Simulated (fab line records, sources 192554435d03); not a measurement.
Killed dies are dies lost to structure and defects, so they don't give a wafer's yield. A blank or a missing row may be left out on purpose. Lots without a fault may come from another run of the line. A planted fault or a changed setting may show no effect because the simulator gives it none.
A struck lot beside a sound one | flow n5_finfet | 24 steps out of a route of 1938
Sound: wafers L531.2, L531.4, L531.5. Struck: wafers L528.2, L528.3, L528.6. The cause comes at the end.
At each step with rows: each side's tool, then ch and its chambers, then its first start. Under that, the readings that differ: sound wafers | struck wafers | difference of the means | sigmas: that difference in standard deviations of wafers without a fault.
alike: readings whose means differ by less than 2 such deviations, and words and numbers that are the same on both sides. not compared: withheld readings, readings that some wafer has no value for, bounds like >300 that may hide the same value, and numbers for which the record gives no deviation and whose values overlap.
The two part at a step that has a row with sigmas, a row that says differs or no value, or rows on one side only. Numbers that don't overlap but have no deviation are shown without sigmas and don't part them. A reading that every wafer of one side lacks parts them only if that side has two wafers or more.

first, 10 steps without rows for these wafers: N5_DUMMY_GATE_PRECLEAN_00 (cleans in O3/DIW, time 60 s); N5_DUMMY_GATE_SRD_01 (time 30 s); N5_DUMMY_GATE_ALD_02 (deposits SiO2, target thk 2 nm, pulse time 1 s); N5_DUMMY_GATE_CVD_03 (deposits a-Si from SiH4, target thk 150 nm, time 8042 s); N5_DUMMY_GATE_PRECLEAN_46 (cleans in DIW, time 89.5 s); N5_DUMMY_GATE_SRD_47 (dry time 32 s); N5_DUMMY_GATE_CMP_04 (polishes a-Si); N5_DUMMY_GATE_HM_DEP_06 (deposits SiNx from DCS/NH3, target thk 80 nm, time 5141 s); N5_DUMMY_GATE_PECVD_30 (deposits SiO2 from TEOS/O2, target thk 55 nm, time 10.8 s); N5_DUMMY_GATE_COAT_34 (time 60 s, resist thk 60 nm).
N5_DUMMY_GATE_COAT_35: time 60 s, resist thk 10 nm.
  sound on litho_track-04 ch 0, day 7 06:34; struck on litho_track-05 ch 0, day 6 11:32
  reading                                       | sound                | struck               | difference | sigmas
  spin_speed_rpm (rpm)                          | 1500.3 1500.9 1501.1 | 1825.2 1824.5 1824.3 | +323.9     | +99 or more
  model.SiARC_of_DUMMY_GATE_COAT_35.thk_nm (nm) | 10 10 10             | 9 9 9                | -1         |
  alike: chill_plate_temp_C, plate_temp_C
then, 10 steps without rows for these wafers: N5_DUMMY_GATE_COAT_28 (time 60 s, resist thk 10 nm); N5_DUMMY_GATE_COAT_09 (resist thk 30 nm); N5_DUMMY_GATE_EBR_11; N5_DUMMY_GATE_SOFTBAKE_10 (time 60 s); N5_DUMMY_GATE_EXPOSE_12 (exposes mask GATE, target cd 25 nm); N5_DUMMY_GATE_PEB_13 (peb time 60 s); N5_DUMMY_GATE_DEVELOP_14 (develop time 30 s); N5_DUMMY_GATE_DESCUM_20 (chemistry O2, time 6.2 s); N5_DUMMY_GATE_ETCH_29 (etches underlayer in N2/H2, target depth 13 nm); N5_DUMMY_GATE_ETCH_36 (etches SiARC in CF4, target depth 13 nm).
N5_DUMMY_GATE_ETCH_37: etches SOC in N2/H2, target depth 60 nm, overetch 30 nm.
  sound on rie_diel-02 ch 0,3, day 7 07:14; struck on rie_diel-06 ch 0,1, day 6 12:34
  reading                                       | sound       | struck    | difference | sigmas
  model.SiARC_of_DUMMY_GATE_COAT_35.thk_nm (nm) | 4.8 5.2 5.2 | 4 4.4 4.4 | -1         |
  alike: bias_w, drypump_motor_current_A, oes_product_au, rf_fwd_power_W, rf_vpp_V, showerhead_plenum_p_Torr, throttle_valve_pct
  not compared: rf_hours_counter_h
then, 1 step without rows for these wafers: N5_DUMMY_GATE_STRIP_38 (strips in N2/H2).
-- the record jumps here: 5 days lie between the struck wafers' starts before and after (it left off in module DUMMY_GATE and takes up again in module BEOL_M4, whose first step shown is number 1111 of the route) --
N5_BEOL_M4_RC_MEAS_101:
  sound on prober-02 ch 0, day 12 08:26; struck on prober-01 ch 0, day 11 22:25
  alike: DIBL_N, DIBL_P, IOFF_N, IOFF_P, ION_N, ION_P, SS_N, SS_P, VT_N, VT_P

WHERE THEY PART
Only at N5_DUMMY_GATE_COAT_35, within this record. Later steps at which nothing parts them and some readings are alike: N5_DUMMY_GATE_ETCH_37, N5_BEOL_M4_RC_MEAS_101.

WHY: what the simulator had put in
Process parameter drift: litho_track-05, from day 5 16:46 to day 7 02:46, at N5_DUMMY_GATE_COAT_35. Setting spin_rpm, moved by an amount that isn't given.
